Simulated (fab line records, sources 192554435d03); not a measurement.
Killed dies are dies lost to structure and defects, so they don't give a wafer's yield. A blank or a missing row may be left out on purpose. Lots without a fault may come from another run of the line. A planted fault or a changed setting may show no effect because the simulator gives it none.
Which tool did it? | flow n5_finfet | 10 lots, 30 wafers sampled, at 6 steps of a route of 1938

WHAT THE GAUGES READ, wafer by wafer
N5_SD_EPI_P_EPI_MEAS_23.
lot  | measured    | on            | thk_nm (nm)
L182 | day 4 05:43 | film_metro-01 | 60.1 61.4 60.7
L183 | day 4 11:35 | film_metro-01 | 61.5 61.7 60.7
L184 | day 4 18:56 | film_metro-01 | 60.7 61.1 59.8
L185 | day 4 21:53 | film_metro-01 | 60.6 61.9 60.3
L187 | day 5 11:22 | film_metro-01 | 62.7 59.9 61.4
L189 | day 6 00:16 | film_metro-01 | 63.1 60.6 62.2
L195 | day 7 10:35 | film_metro-01 | 59.8 62.0 61.1
L197 | day 8 00:04 | film_metro-01 | 62.0 60.4 60.1
L201 | day 8 23:14 | film_metro-02 | 60.1 59.4 59.7
L202 | day 9 03:31 | film_metro-01 | 59.8 60.1 59.4

N5_SD_ACTIVATION_RS_MEAS_03: measures by four-point-probe.
lot  | measured    | on            | RS_SD_N (ohm/sq)  | RS_SD_P (ohm/sq)
L182 | day 4 06:22 | film_metro-01 | 22.26 22.39 22.47 | 56.7 56.3 56.1
L183 | day 4 12:25 | film_metro-01 | 21.68 22.53 21.74 | 54.9 55.4 55.4
L184 | day 4 19:34 | film_metro-01 | 21.68 21.87 21.93 | 56.3 55.9 56.0
L185 | day 4 22:31 | film_metro-01 | 21.69 21.53 21.75 | 54.5 55.5 55.4
L187 | day 5 11:59 | film_metro-01 | 21.82 21.95 21.80 | 55.5 55.8 56.0
L189 | day 6 00:59 | film_metro-02 | 21.85 21.98 21.71 | 54.8 55.4 55.6
L195 | day 7 11:25 | film_metro-02 | 21.46 21.76 22.06 | 58.1 56.6 57.2
L197 | day 8 00:44 | film_metro-02 | 21.98 21.90 21.83 | 54.9 55.7 57.1
L201 | day 8 23:50 | film_metro-02 | 21.47 21.26 21.41 | 57.0 56.8 55.9
L202 | day 9 04:09 | film_metro-01 | 22.16 22.02 22.06 | 56.3 55.6 56.7

N5_ILD0_THK_MEAS_04.
lot  | measured    | on            | thk_nm (nm)
L182 | day 4 09:23 | film_metro-02 | 198.7 196.5 196.7
L183 | day 4 15:27 | film_metro-01 | 198.4 196.9 198.7
L184 | day 4 22:34 | film_metro-02 | 199.8 200.2 198.2
L185 | day 5 01:53 | film_metro-01 | 198.0 195.5 195.9
L187 | day 5 15:10 | film_metro-01 | 197.6 196.9 196.3
L189 | day 6 04:00 | film_metro-01 | 197.0 194.4 194.8
L195 | day 7 14:28 | film_metro-02 | 198.3 199.0 199.1
L197 | day 8 03:44 | film_metro-01 | 198.1 197.5 196.9
L201 | day 9 02:52 | film_metro-01 | 197.9 197.4 197.2
L202 | day 9 07:10 | film_metro-02 | 198.5 196.6 197.9

N5_SDB_CD_MEAS_11: target cd 50 nm.
lot  | measured    | on        | cd_nm (nm)
L182 | day 4 13:26 | cd_sem-03 | 50.5 49.8 49.3
L183 | day 4 19:28 | cd_sem-03 | 48.5 47.2 47.4
L184 | day 5 02:38 | cd_sem-02 | 48.1 46.6 48.7
L185 | day 5 06:17 | cd_sem-01 | 37.0 39.6 38.2
L187 | day 5 19:13 | cd_sem-03 | 39.7 39.8 40.3
L189 | day 6 07:56 | cd_sem-03 | 48.7 50.2 49.0
L195 | day 7 18:34 | cd_sem-03 | 48.6 49.7 48.5
L197 | day 8 07:40 | cd_sem-01 | 49.6 49.3 47.4
L201 | day 9 06:55 | cd_sem-02 | 47.5 48.4 48.9
L202 | day 9 11:05 | cd_sem-02 | 49.4 50.3 51.8

N5_BEOL_M4_RC_MEAS_101.
lot  | measured     | on        | DIBL_N (mV/V)  | DIBL_P (mV/V)  | IOFF_N (nA/um)    | IOFF_P (nA/um) | ION_N (uA/um) | ION_P (uA/um) | SS_N (mV/dec)  | SS_P (mV/dec)  | VT_N (mV)   | VT_P (mV)
L182 | day 9 00:37  | prober-01 | 36.3 36.9 38.3 | 34.1 34.5 36.7 | 0.138 0.141 0.175 | 0.20 0.21 0.24 | 662 675 677   | 464 469 468   | 71.5 70.9 71.1 | 73.2 73.8 73.7 | 253 253 247 | -248 -248 -248
L183 | day 9 07:14  | prober-01 | 36.3 35.4 36.7 | 37.7 38.2 37.9 | 0.161 0.152 0.165 | 0.19 0.20 0.19 | 686 674 671   | 464 463 461   | 71.5 71.5 71.0 | 72.9 72.6 73.1 | 250 252 250 | -256 -254 -256
L184 | day 9 04:34  | prober-01 | 37.6 37.9 36.8 | 36.9 37.5 35.5 | 0.169 0.162 0.147 | 0.20 0.22 0.18 | 693 684 675   | 465 461 462   | 71.9 71.7 71.4 | 73.8 74.0 72.9 | 245 247 251 | -252 -249 -254
L189 | day 10 05:30 | prober-01 | 38.0 34.9 33.6 | 37.4 34.3 32.3 | 0.178 0.117 0.105 | 0.21 0.17 0.14 | 676 656 661   | 456 454 450   | 71.5 71.0 69.8 | 73.8 73.0 72.1 | 252 255 255 | -254 -252 -256
L195 | day 11 22:31 | prober-01 | 37.7 34.0 33.2 | 38.3 33.9 32.5 | 0.189 0.121 0.106 | 0.22 0.17 0.14 | 685 668 656   | 463 460 452   | 71.8 71.3 70.4 | 74.0 72.1 72.6 | 249 255 255 | -252 -254 -257
L197 | day 12 03:19 | prober-01 | 38.5 35.8 35.6 | 39.8 34.5 36.1 | 0.191 0.137 0.146 | 0.25 0.17 0.18 | 679 663 683   | 463 454 466   | 72.1 71.6 71.5 | 73.7 73.0 73.1 | 248 252 251 | -248 -252 -255
L201 | day 13 18:52 | prober-02 | 35.8 38.4 35.3 | 35.0 37.4 33.1 | 0.147 0.197 0.138 | 0.19 0.24 0.18 | 677 691 682   | 463 478 464   | 71.3 71.6 71.0 | 72.4 72.5 71.9 | 250 246 254 | -248 -247 -250
L202 | day 13 22:43 | prober-02 | 34.5 35.1 35.3 | 34.1 35.6 35.2 | 0.145 0.163 0.164 | 0.19 0.21 0.21 | 673 687 692   | 471 470 469   | 70.7 70.5 70.9 | 72.4 72.9 72.9 | 249 246 247 | -249 -247 -247

WHICH TOOL RAN EACH LOT (tool, then ch and the chambers of the sampled wafers, then the start)
lot  | N5_SDB_EXPOSE_08
L182 | arfi_scanner-01 ch 0, day 4 13:19
L183 | arfi_scanner-01 ch 0, day 4 19:20
L184 | arfi_scanner-03 ch 0, day 5 02:31
L185 | arfi_scanner-01 ch 0, day 5 06:10
L187 | arfi_scanner-01 ch 0, day 5 19:05
L189 | arfi_scanner-02 ch 0, day 6 07:48
L195 | arfi_scanner-02 ch 0, day 7 18:26
L197 | arfi_scanner-03 ch 0, day 8 07:32
L201 | arfi_scanner-02 ch 0, day 9 06:48
L202 | arfi_scanner-02 ch 0, day 9 10:58
- N5_SDB_EXPOSE_08: exposes mask SDB.

WHAT THE TOOLS THEMSELVES READ (means of the sampled wafers that have a number; where no wafer has one, the mark that the record gives instead)
N5_SDB_EXPOSE_08.
lot  | tool            | exposure_dose_mJ_cm2
L182 | arfi_scanner-01 | 49.59
L183 | arfi_scanner-01 | 49.55
L184 | arfi_scanner-03 | 49.60
L185 | arfi_scanner-01 | 43.86
L187 | arfi_scanner-01 | 45.02
L189 | arfi_scanner-02 | 49.89
L195 | arfi_scanner-02 | 49.93
L197 | arfi_scanner-03 | 49.54
L201 | arfi_scanner-02 | 49.96
L202 | arfi_scanner-02 | 50.04

THE ANSWER, worked out from the rows above alone
Rule: what is usual is taken from the lots themselves. Put in order of their means at a reading, lots are off if they are a third of the lots or fewer, leave a main group of 4 or more, and stand apart from it by a gap of 3 or more times the standard deviation of the main group's means; of several such gaps the widest counts. A main group whose means are all the same, to the digits that the tables above print for the reading, isn't used. A lot without any number at a reading at which 4 lots or more have one is off too. The other lots that the step has rows for count as sound. The gauges are gone through in route order, then the tools' own readings, and for those a lot's mean is taken as printed above. The first step at which some lot is off is used, and at that step the reading that is off furthest; a lot without a number counts as furthest.
Off: L185, L187, at N5_SDB_CD_MEAS_11 (cd_nm). The main group: mean 48.9 nm, standard deviation 0.92.
A tool fits if, at a process step before that reading, it ran every lot that is off, and no sound lot after the first of them. The gauges at N5_SDB_CD_MEAS_11 aren't tried: what is off there is off at N5_SDB_EXPOSE_08 too, on other tools, and a gauge's error can't cause that. One fits: arfi_scanner-01 at N5_SDB_EXPOSE_08. Its last sound lot is L183 (day 4 19:20), its first lot that is off L185 (day 5 06:10): a fault that began between those two fits.
The tool's own readings at N5_SDB_EXPOSE_08 bear it out: on the lots that are off they differ by more than 5 times the standard deviation of the sound lots' means. exposure_dose_mJ_cm2 reads 44.44 there against 49.76 on the sound lots.

WHAT THE SIMULATOR HAD PUT IN
Process parameter drift: arfi_scanner-01, from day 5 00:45 on, at N5_SDB_EXPOSE_08. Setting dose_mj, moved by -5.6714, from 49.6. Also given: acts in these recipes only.
Lots struck among those shown: L185, L187. The rule above found the same.
